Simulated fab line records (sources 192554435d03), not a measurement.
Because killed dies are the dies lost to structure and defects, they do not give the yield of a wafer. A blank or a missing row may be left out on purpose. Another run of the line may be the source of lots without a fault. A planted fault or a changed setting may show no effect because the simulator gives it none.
8D (eight disciplines) problem report, filled in by code / flow n5-finfet / the parts of the form that need people (team, actions taken, sign-off) are left out

== 1. WHAT WENT WRONG ==
Wafers free of any fault read 315 nm (standard deviation 5.5) for M12_THK at N5_BEOL_M12_THK_MEAS_50, against a mean of 590 nm on 3 wafers of 3 lots. That is +50 standard deviations from the usual mean.
The step: measures by xrf.
Earliest sighting: wafer L511.6 on film-metro-01 at day 12 09:53. The record holds 24 wafers of 9 lots with a number at this step. By rule, "out" or "out of limits" means more than 4 standard deviations away from the usual mean. The other wafers with a number count as sound.

== 2. WHAT IT IS, AND WHAT IT ISN'T ==
question=which readings at this step | is=M12_THK | is not=-
question=which lots | is=L510, L511, L513 | is not=L506, L519, L521, L525, L526, L529
question=which wafers of those lots | is=L510.6, L511.6, L513.6 | is not=L510.5, L511.4, L513.5
question=read on which gauges | is=film-metro-01, film-metro-02 | is not=-
question=when | is=from day 12 09:53 | is not=up to then (4 sound wafers); but 17 sound wafers of L510, L513, L519, L521, L525, L526, L529 came after

== 3. WHAT RULES OUT EACH SUSPECT ==
Counting: if a tool at a process step up to the reading ran every lot that is out, it stays a suspect. Sound lots after the first of them don't rule it out here, since some wafers of a struck lot are sound.
- the gauge at N5_BEOL_M12_THK_MEAS_50 has been ruled out. 2 gauges (film-metro-01, film-metro-02) read the wafers that are out.
- cmp-03 at N5_BEOL_M12_CMP_49 (polishes, stops on SiOC, t overpolish 20.6 s, target thk 320 nm): kept. Ran every lot that is out, first one L511 (day 12 09:38); last sound lot up to then L506 (day 10 18:04). Out on those wafers are its own readings of barrier-field-endpoint-s, overpolish-run-s.
After counting, what remains is cmp-03 at N5_BEOL_M12_CMP_49.

== 4. THE CAUSE (what the simulator had put in) ==
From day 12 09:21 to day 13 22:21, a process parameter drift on cmp-03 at N5_BEOL_M12_CMP_49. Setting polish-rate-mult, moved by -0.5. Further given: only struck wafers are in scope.
The count eliminated every tool but this one.

== 5. THE EFFECT CHAIN, in route order ==
Rows list readings where the struck wafers' mean (over those with a number) sits beyond 3 standard deviations from the usual. Only readings whose record carries a usual standard deviation are examined. hours: median over the lots of the time between each lot's start at the first step of this table that gives one and its start at this step. sigmas: the change, counted in usual standard deviations.
hours=0; step=N5_BEOL_M12_CMP_49; reading=barrier-field-endpoint-s; usual=30.4 s; on struck wafers=61.5; change=+31.1; sigmas=+54
hours=0; step=N5_BEOL_M12_CMP_49; reading=overpolish-run-s; usual=20.600 s; on struck wafers=4.726; change=-15.874; sigmas=-99 or more
hours=0; step=N5_BEOL_M12_THK_MEAS_50; reading=M12_THK; usual=315 nm; on struck wafers=590; change=+275; sigmas=+50
hours=0; step=N5_BEOL_M12_INSPECT_55; reading=raw-defect-count; usual=66; on struck wafers=4856; change=+4790; sigmas=+99 or more
hours=37; step=N5_PASSIVATION_PROBE_49; reading=defect-limited-yield; usual=91.2 %; on struck wafers=0.0; change=-91.2; sigmas=-57
hours=37; step=N5_PASSIVATION_PROBE_49; reading=killed_at_M4_up; usual=15; on struck wafers=1089; change=+1074; sigmas=+99 or more
hours=37; step=N5_PASSIVATION_PROBE_49; reading=killed-dies; usual=104; on struck wafers=1180; change=+1076; sigmas=+57
hours=37; step=N5_PASSIVATION_PROBE_49; reading=killed-on-rim; usual=14; on struck wafers=152; change=+138; sigmas=+34
hours=37; step=N5_PASSIVATION_PROBE_49; reading=sort-n-pass; usual=1076; on struck wafers=0; change=-1076; sigmas=-57
hours=37; step=N5_PASSIVATION_PROBE_49; reading=sort-yield-pct; usual=91.2 %; on struck wafers=0.0; change=-91.2; sigmas=-57
Process steps it contains:
- N5_BEOL_M12_CMP_49: polishes, stops on SiOC, t overpolish 20.6 s, target thk 320 nm.
- N5_PASSIVATION_PROBE_49

== 6. HOW IT WOULD HAVE BEEN CAUGHT EARLIER ==
In this record the first reading out of limits at a measuring or inspecting step was taken at day 12 09:53, 1 hour after the fault began at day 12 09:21.
At N5_BEOL_M12_CMP_49, the tool's own readings (barrier-field-endpoint-s, overpolish-run-s) were out on each struck wafer the step has a row for, so an alarm limit on them would have fired on the first such wafer.
L510, L513, from the lots that are out (3), started N5_BEOL_M12_CMP_49 on cmp-03 later than day 12 09:53. A hold on the tool at that time would have spared those 2.
